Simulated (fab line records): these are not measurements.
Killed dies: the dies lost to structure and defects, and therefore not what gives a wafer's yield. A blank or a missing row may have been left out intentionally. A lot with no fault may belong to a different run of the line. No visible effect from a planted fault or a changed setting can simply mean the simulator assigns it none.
Split-lot experiment | flow n5_finfet | 21 wafers read across 7 lots, on a route 1938 steps long

== ABOUT THE SPLIT ==
At N5_BEOL_M1_ILD_DEP_00 (deposits SiOC from DEMS/O2, target thk 79 nm, time 15.3 s), the setting time_s was moved away from the recipe's 15.3 s on 8 of the 21 wafers read, by -12.1% to +6.4%. All remaining wafers had this setting at the recipe value.

No step appears in the file between the split and the reading.

== THE READING ==
Values of M1_ILD_THK in nm from N5_BEOL_M1_THK_MEAS_01. On this fab line, fault-free wafers typically give 79.3 nm with a standard deviation of 1 nm.

wafer  | tool, chamber at the split | time_s as run, s | against the recipe | M1_ILD_THK, nm | against lot-mates on the recipe
L075.1 | pecvd-03, 0                | 16.28            | +6.4%              | 83.1           | +4.2
L075.4 | pecvd-03, 0                | 15.3             | recipe             | 78.4           | -
L075.5 | pecvd-03, 2                | 15.3             | recipe             | 79.3           | -
L080.1 | pecvd-03, 2                | 15.3             | recipe             | 78.7           | -
L080.3 | pecvd-03, 1                | 13.45            | -12.1%             | 69.3           | -9.4
L080.5 | pecvd-03, 2                | 13.45            | -12.1%             | 70.7           | -8.0
L083.3 | pecvd-03, 1                | 14.58            | -4.7%              | 76.1           | -5.5
L083.5 | pecvd-03, 1                | 15.3             | recipe             | 81.6           | -
L083.6 | pecvd-03, 2                | 14.58            | -4.7%              | 77.6           | -4.0
L084.1 | pecvd-01, 0                | 15.3             | recipe             | 78.3           | -
L084.2 | pecvd-01, 1                | 15.3             | recipe             | 78.5           | -
L084.3 | pecvd-01, 2                | 15.3             | recipe             | 77.1           | -
L088.1 | pecvd-03, 0                | 15.95            | +4.2%              | 81.9           | +1.9
L088.3 | pecvd-03, 2                | 15.95            | +4.2%              | 81.0           | +1.0
L088.4 | pecvd-03, 1                | 15.3             | recipe             | 80.0           | -
L090.3 | pecvd-01, 1                | 15.3             | recipe             | 79.1           | -
L090.4 | pecvd-01, 2                | 15.3             | recipe             | 78.3           | -
L090.6 | pecvd-01, 1                | 14.47            | -5.4%              | 74.7           | -4.0
L093.1 | pecvd-01, 0                | 15.3             | recipe             | 77.4           | -
L093.3 | pecvd-01, 2                | 15.3             | recipe             | 77.0           | -
L093.6 | pecvd-01, 0                | 15.3             | recipe             | 78.3           | -

THE FIT
A straight line over all 21 wafers: M1_ILD_THK changes by +0.679 nm for each +1% of time_s; r = +0.94; the points scatter about the line by 1.1 nm.
The same after taking each lot's own level away (the mean of its wafers on the recipe; 21 wafers): +0.696 nm for each +1%; r = +0.97; scatter 0.8 nm.
That fit puts the effect of the largest move of time_s on the reading at 8.4 nm.
The span of the lots' own levels, 77.57 to 81.60 nm, comes to 4.0 times the standard deviation stated above.
So the lot-to-lot level changes the slope little: the two slopes agree.
Check: with one of the wafers moved furthest among these (-12.1%) left out of the fit, the line predicts -8.41 nm for it against its lot-mates. Against them it came out at -9.4 nm.

== THESE WAFERS: OTHER SPLITS ==
Note: prior to the reading, these wafers also went through further splits. Each is held against what the fit with the lots' levels taken away leaves over:
other split on the same wafers    | wafers away from the commonest value | r with M1_ILD_THK (lot level and that fit taken away)
N5_BEOL_M0_SAQP_EXPOSE_37 dose_mj | 10                                   | +0.08

== THE WHOLE CHAIN: every reading that the file lists as answering this split, in the file's order ==
step                   | what it does                                              | reading                                                                            | change (the file's fit)               | r (the file's)
N5_BEOL_M1_ILD_DEP_00  | deposits SiOC from DEMS/O2, target thk 79 nm, time 15.3 s | SiOC_of_BEOL_M1_ILD_DEP_00.thk_nm (the simulator's own value, which no gauge read) | +0.703 nm for each +1% of the setting | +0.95
N5_BEOL_M1_THK_MEAS_01 |                                                           | M1_ILD_THK                                                                         | +0.712 for each +1% of the setting    | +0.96

== THE FILE'S OWN FIT ==
M1_ILD_THK changes by +0.712 nm for each +1% of time_s, r = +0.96.
